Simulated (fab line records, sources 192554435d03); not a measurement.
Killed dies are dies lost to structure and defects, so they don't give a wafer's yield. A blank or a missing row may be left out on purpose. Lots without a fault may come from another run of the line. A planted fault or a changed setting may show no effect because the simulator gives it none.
A struck lot beside a sound one | flow n5_finfet | 16 steps out of a route of 1938
Sound: wafers L709.1, L709.5, L709.6. Struck: wafer L706.5. (L706.3 of the same lot was not struck and is left out.) The cause comes at the end.
At each step with rows: each side's tool, then ch and its chambers, then its first start. Under that, the readings that differ: sound wafers | struck wafers | difference of the means | sigmas: that difference in standard deviations of wafers without a fault.
alike: readings whose means differ by less than 2 such deviations, and words and numbers that are the same on both sides. not compared: withheld readings, readings that some wafer has no value for, bounds like >300 that may hide the same value, and numbers for which the record gives no deviation and whose values overlap.
The two part at a step that has a row with sigmas, a row that says differs or no value, or rows on one side only. Numbers that don't overlap but have no deviation are shown without sigmas and don't part them. A reading that every wafer of one side lacks parts them only if that side has two wafers or more.

N5_GATE_CUT_STRIP_42: strips in O2.
  sound on rie_diel-02 ch 0,2,3, day 10 01:26; struck on rie_diel-04 ch 1, day 9 08:02
  reading      | sound       | struck | difference | sigmas
  rf_vpp_V (V) | 4.4 4.1 4.5 | 2.8    | -1.5       | -3
  alike: drypump_motor_current_A, oes_product_au, showerhead_plenum_p_Torr, throttle_valve_pct
  not compared: rf_hours_counter_h
then, 4 steps without rows for these wafers: N5_GATE_CUT_ETCH_19 (etches SiNx in CH3F/O2, target depth 53.7 nm, time 76.7 s); N5_GATE_CUT_CUT_ETCH_53 (etches W in SF6/Cl2, target depth 79.2 nm); N5_GATE_CUT_CUT_ETCH_54 (etches TiN in Cl2/BCl3, target depth 96.7 nm); N5_GATE_CUT_CUT_ETCH_55 (etches HfO2 in BCl3, target depth 3.2 nm).
N5_GATE_CUT_ETCH_47: etches SiO2 in Cl2/BCl3, target depth 10 nm.
  sound on rie_metal-03 ch 0,1, day 10 01:44; struck on rie_metal-01 ch 1, day 9 08:20
  alike: drypump_motor_current_A, oes_ar_750_au, oes_product_au, throttle_valve_pct
  not compared: rf_hours_counter_h
N5_GATE_CUT_VAPOR_ETCH_48: etches TiN in BCl3/Cl2.
  sound on rie_metal-03 ch 0,1, day 10 01:46; struck on rie_metal-01 ch 1, day 9 08:22
  alike: drypump_motor_current_A, oes_product_au
N5_GATE_CUT_VAPOR_ETCH_49: etches TiAlC in BCl3/Cl2.
  sound on rie_metal-03 ch 0,1, day 10 01:47; struck on rie_metal-01 ch 1, day 9 08:24
  alike: drypump_motor_current_A, oes_product_au
then, 1 step without rows for these wafers: N5_GATE_CUT_VAPOR_ETCH_51 (etches HfO2 in BCl3/Cl2).
N5_GATE_CUT_STRIP_21: strips in N2/H2, time 30 s.
  sound on plasma_asher-01 ch 0,1, day 10 01:52; struck on plasma_asher-01 ch 1, day 9 08:29
  alike: drypump_motor_current_A, heater_power_w
  not compared: rf_hours_counter_h
then, 2 steps without rows for these wafers: N5_GATE_CUT_STRIP_29 (strips in post etch residue remover, time 60 s); N5_GATE_CUT_SRD_52 (time 30 s).
N5_GATE_CUT_ALD_22: deposits SiNx, target thk 16 nm, pulse time 1 s, ald cycles 320.
  sound on ald_sin-01 ch 0,1,3, day 10 02:01; struck on ald_sin-02 ch 3, day 9 08:37
  reading                                   | sound             | struck | difference | sigmas
  ald_cycles                                | 320 320 320       | 200    | -120       |
  precursor_pulse_height_rel                | 1.005 0.972 0.952 | 1.036  | +0.060     | +3
  model.SiNx_of_GATE_CUT_ALD_22.thk_nm (nm) | 16 16 16          | 10     | -6         |
  alike: heater_power_w
then, 1 step without rows for these wafers: N5_GATE_CUT_CMP_23 (polishes, stops on SiO2, t overpolish 23.4 s, target thk 16 nm).
-- the record jumps here: 4 days lie between the struck wafers' starts before and after (it left off in module GATE_CUT and takes up again in module BEOL_M4, whose first step shown is number 1111 of the route) --
N5_BEOL_M4_RC_MEAS_101:
  sound on prober-02 ch 0, day 13 23:58; struck on prober-02 ch 0, day 13 00:09
  alike: DIBL_N, DIBL_P, IOFF_N, IOFF_P, ION_N, ION_P, SS_N, SS_P, VT_N, VT_P
then, 1 step without rows for these wafers: N5_PASSIVATION_PROBE_49.

WHERE THEY PART
First at N5_GATE_CUT_STRIP_42; last, within this record, at N5_GATE_CUT_ALD_22. Later steps at which nothing parts them and some readings are alike: N5_BEOL_M4_RC_MEAS_101.

WHY: what the simulator had put in
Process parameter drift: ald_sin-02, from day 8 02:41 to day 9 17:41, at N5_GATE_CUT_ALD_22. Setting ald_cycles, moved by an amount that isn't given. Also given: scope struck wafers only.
